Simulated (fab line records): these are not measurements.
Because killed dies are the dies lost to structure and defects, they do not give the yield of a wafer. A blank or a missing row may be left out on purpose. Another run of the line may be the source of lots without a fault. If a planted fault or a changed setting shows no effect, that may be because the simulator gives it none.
The tool behind it: which one? | flow nand harc | Sampling: 14 lots, 42 wafers, 5 of 1302 route steps

## WHAT THE GAUGES READ, wafer by wafer
NHARC_A_DECK1_JOINT_THK_MEAS_14: measures by ellipsometry. Usual: 51.5 nm for thk nm, sd 1.4.
lot  | measured     | on            | thk nm (nm)    | flag
L147 | day 12 02:59 | film metro-01 | 50.4 49.9 50.9 |
L149 | day 12 16:25 | film metro-02 | 51.8 51.6 51.2 |
L150 | day 13 05:21 | film metro-01 | 52.7 50.1 50.8 |
L151 | day 13 21:02 | film metro-01 | 52.6 52.6 51.2 |
L152 | day 14 09:49 | film metro-02 | 52.8 52.2 52.0 |
L153 | day 15 03:26 | film metro-01 | 52.6 50.5 51.1 |
L156 | day 16 05:41 | film metro-02 | 50.8 50.7 52.6 |
L157 | day 16 05:41 | film metro-01 | 51.9 50.7 51.1 |
L158 | day 17 10:07 | film metro-02 | 51.6 51.4 52.8 |
L159 | day 17 16:57 | film metro-02 | 53.5 49.7 51.8 |
L165 | day 19 18:30 | film metro-01 | 50.3 52.4 53.9 |
L166 | day 20 03:59 | film metro-02 | 52.8 50.4 50.5 |
L168 | day 20 12:12 | film metro-01 | 52.5 52.3 51.5 |
L167 | day 20 12:12 | film metro-02 | 52.2 51.1 52.1 |

NHARC_A_ONON_D2_THK_MEAS_14: measures by ellipsometry. Usual: 1001 nm for thk nm, sd 9.6.
lot  | measured     | on            | thk nm (nm)    | flag
L147 | day 13 03:20 | film metro-01 | 1003 1002 1002 |
L149 | day 13 16:41 | film metro-02 | 990 988 989    |
L150 | day 14 15:35 | film metro-01 | 1011 1009 1009 |
L151 | day 15 04:36 | film metro-02 | 998 996 996    |
L152 | day 15 16:00 | film metro-02 | 998 998 996    |
L153 | day 16 02:55 | film metro-02 | 1007 1006 1006 |
L156 | day 17 07:20 | film metro-02 | 993 992 993    |
L157 | day 17 07:32 | film metro-01 | 998 999 998    |
L158 | day 18 13:35 | film metro-02 | 1006 1007 1005 |
L159 | day 18 20:50 | film metro-01 | 978 977 978    |
L165 | day 21 00:37 | film metro-02 | 1001 1003 1003 |
L166 | day 21 09:44 | film metro-01 | 999 998 999    |
L168 | day 21 15:49 | film metro-01 | 1005 1003 1003 |
L167 | day 21 15:50 | film metro-01 | 1016 1016 1015 |

NHARC_A_ONON_D2_THK_MEAS_18: measures by ellipsometry. Usual: 1002 nm for thk nm, sd 10.
lot  | measured     | on            | thk nm (nm)    | flag
L147 | day 13 10:42 | film metro-02 | 1015 1013 1015 |
L149 | day 14 03:05 | film metro-02 | 994 994 995    |
L150 | day 14 23:01 | film metro-02 | 1015 1015 1014 |
L151 | day 15 13:59 | film metro-02 | 982 981 982    |
L152 | day 15 23:22 | film metro-01 | 997 998 999    |
L153 | day 16 10:16 | film metro-02 | 1004 1004 1005 |
L156 | day 17 15:05 | film metro-02 | 1025 1024 1024 |
L157 | day 17 15:05 | film metro-01 | 1000 999 1000  |
L158 | day 18 21:53 | film metro-02 | 631 634 633    | OFF
L159 | day 19 07:35 | film metro-02 | 628 629 630    | OFF
L165 | day 21 08:22 | film metro-01 | 994 991 993    |
L166 | day 21 17:31 | film metro-01 | 1002 1000 1000 |
L168 | day 22 00:13 | film metro-01 | 990 994 992    |
L167 | day 22 00:13 | film metro-01 | 1012 1013 1011 |

NHARC_END_SORT_01. Usual: killed at array 58, standard deviation 18; killed at other 1.0, standard deviation 1.5; killed at periphery 4, standard deviation 3.1; killed dies 64, standard deviation 18; killed open 3.4, standard deviation 1.9; killed short 2.7, standard deviation 1.7.
lot  | measured     | on        | killed at array | killed at other | killed at periphery | killed dies | killed open | killed short | flag
L158 | day 30 16:30 | prober-01 | 674 677 673     | 0 0 0           | 3 0 4               | 677 677 677 | 3 1 9       | 5 5 1        | OFF
L159 | day 30 14:56 | prober-02 | 674 672 671     | 0 0 0           | 3 5 6               | 677 677 677 | 6 2 1       | 2 4 4        | OFF

## WHICH TOOL RAN EACH LOT (tool, then ch and the chambers of the sampled wafers, then the start)
lot  | NHARC_A_ONON_D2_DEP_16
L147 | pecvd onon-04 ch 0, day 13 10:11
L149 | pecvd onon-03 ch 0, day 14 02:37
L150 | pecvd onon-04 ch 0, day 14 22:30
L151 | pecvd onon-04 ch 0, day 15 13:29
L152 | pecvd onon-04 ch 0, day 15 22:55
L153 | pecvd onon-04 ch 0, day 16 09:52
L156 | pecvd onon-04 ch 0, day 17 14:34
L157 | pecvd onon-03 ch 0, day 17 14:38
L158 | pecvd onon-04 ch 0, day 18 21:29
L159 | pecvd onon-04 ch 0, day 19 07:05
L165 | pecvd onon-01 ch 0, day 21 07:51
L166 | pecvd onon-01 ch 0, day 21 17:04
L168 | pecvd onon-03 ch 0, day 21 23:45
L167 | pecvd onon-01 ch 0, day 21 23:46
- NHARC_A_ONON_D2_DEP_16: target thk 1000 nm.

## AS READ BY THE TOOLS THEMSELVES (means over the sampled wafers that have a number; for cases with no such wafer, the mark the record gives instead)
The record holds no such reading with a usual standard deviation.

## THE ANSWER, worked out from the rows above alone
Rule: take the mean of a lot's wafers that have a number; if it is more than 3 standard deviations from the usual mean, the lot is off. Also off: a lot with no number at a reading for which 4 or more lots have one. Any other lot the step has rows for is counted as sound. The gauges are gone through in route order, then the tools' own readings, and for those a lot's mean is taken as printed above. At the first step where some lot is off, the reading lying furthest off is the one used; lots without a number count as furthest.
Off: L158, L159, at NHARC_A_ONON_D2_THK_MEAS_18 (thk nm).
A tool fits if, at a process step before that reading, it ran every lot that is off, and no sound lot after the first of them. The gauges at NHARC_A_ONON_D2_THK_MEAS_18 aren't tried: what is off there is off at NHARC_END_SORT_01 too, on other tools, and a gauge's error can't cause that. One fits: NHARC_A_ONON_D2_DEP_16 on pecvd onon-04. Its last sound lot is L156 (day 17 14:34), its first lot that is off L158 (day 18 21:29): a fault that began between those two fits.

## WHAT HAD BEEN PUT IN BY THE SIMULATOR
pecvd onon-04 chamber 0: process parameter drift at NHARC_A_ONON_D2_DEP_16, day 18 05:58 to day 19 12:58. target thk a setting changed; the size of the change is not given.
Shown lots that were struck: L158, L159. This agrees with what the rule above found.
